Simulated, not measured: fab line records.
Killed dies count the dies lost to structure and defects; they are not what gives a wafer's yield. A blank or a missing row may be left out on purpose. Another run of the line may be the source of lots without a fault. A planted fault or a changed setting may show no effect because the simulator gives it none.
A lot that was struck, set against a sound lot	flow nand harc	14 steps out of a route of 1159
Sound: these wafers, L883.1, L883.4, L883.5. Wafers L871.1, L871.4, L871.6 were the ones struck. The cause is given at the end.
For every step that has rows: the tool of each side, followed by ch and its chambers, followed by its first start. Under that, the readings that differ: sound wafers	struck wafers	difference of the means	sigmas: that difference in standard deviations of wafers without a fault.
alike: words and numbers the same on both sides, and readings whose means are apart by under 2 such deviations; not compared: readings that were withheld, readings missing a value for some wafer, numbers with overlapping values and no deviation given by the record, and bounds like >300 which may hide the same value.
A row with sigmas, a row that says differs or no value, or rows on one side alone: a step with any of these is where the two part. Non-overlapping numbers with no deviation appear without sigmas and do not part them. A reading missing from all wafers of one side parts the sides only when that side holds two or more wafers.

first, 1 step without rows for these wafers: NHARC_A_M0_DEVELOP_08 (develop time 35 s).
NHARC_A_M0_CD_MEAS_09: target cd 80 nm.
  sound on cd sem-03 ch 0, day 20 20:33; struck on cd sem-03 ch 0, day 18 12:34
  alike: cd nm
NHARC_A_M0_OVL_MEAS_10: pitch 160 nm.
  struck on overlay-01, day 18 12:39; sound on overlay-01, day 20 20:38
  alike: overlay x nm, overlay y nm
NHARC_A_M0_INSPECT_11:
  struck on defect inspect-02, day 18 12:41; sound on defect inspect-02, day 20 20:41
  alike: raw defect count
then, 1 step without rows for these wafers: NHARC_A_M0_DESCUM_14 (chemistry O2, time 3 s).
NHARC_A_M0_ETCH_34: etches the open film in N2/H2, target depth 40 nm, overetch 12 nm, time 43.94 s.
  sound on rie diel-08 ch 0,1,3, day 20 20:50; struck on rie diel-08 ch 0,1,3, day 18 12:50
  alike: drypump motor current A, oes product au, rf vpp V, showerhead plenum p Torr, throttle valve pct
  not compared: rf hours counter h
then, 1 step without rows for these wafers: NHARC_A_M0_ETCH_15 (etches the open film in C4F8/Ar, target depth 150 nm, overetch 15 nm, time 82.5 s).
NHARC_A_M0_CD_MEAS_16:
  struck on cd sem-02, day 18 13:02; sound on cd sem-01, day 20 21:02
  alike: cd nm
NHARC_A_M0_STRIP_18: strips in N2/H2.
  sound on rie diel-01 ch 1,2,3, day 20 21:08; struck on rie diel-01 ch 0,1,2, day 18 13:07
  alike: drypump motor current A, oes product au, rf vpp V, showerhead plenum p Torr, throttle valve pct
  not compared: rf hours counter h
then, 1 step without rows for these wafers: NHARC_A_M0_STRIP_19 (strips in post etch residue remover, time 600 s).
NHARC_A_M0_DEGAS_28: time 60 s.
  struck on pvd sputter-01, day 18 13:41; sound on pvd sputter-01, day 20 21:41
  alike: heater power w
NHARC_A_M0_PRE_CLEAN_29: time 30 s.
  sound on pvd sputter-01; struck on pvd sputter-01
  alike: heater power w
NHARC_A_M0_PVD_20: deposits TaN, target thk 5 nm, time 8.06 s.
  struck on pvd sputter-01, day 18 13:48; sound on pvd sputter-01, day 20 21:47
  no value came back on the struck wafers for bias v (V), cathode dc power W (W), chamber pressure pa (Pa), throttle valve pct (%); on the sound wafers bias v (V) reads 172.3 168.0 170.8
NHARC_A_M0_PVD_21: deposits Cu, target thk 30 nm, time 20.49 s.
  sound on pvd sputter-01; struck on pvd sputter-01
  alike: cathode dc power W, chamber pressure pa, throttle valve pct

== WHERE THEY PART ==
Within this record, at NHARC_A_M0_PVD_20 only. Later steps at which nothing parts them and some readings are alike: NHARC_A_M0_PVD_21.

WHY: whatever the simulator had introduced
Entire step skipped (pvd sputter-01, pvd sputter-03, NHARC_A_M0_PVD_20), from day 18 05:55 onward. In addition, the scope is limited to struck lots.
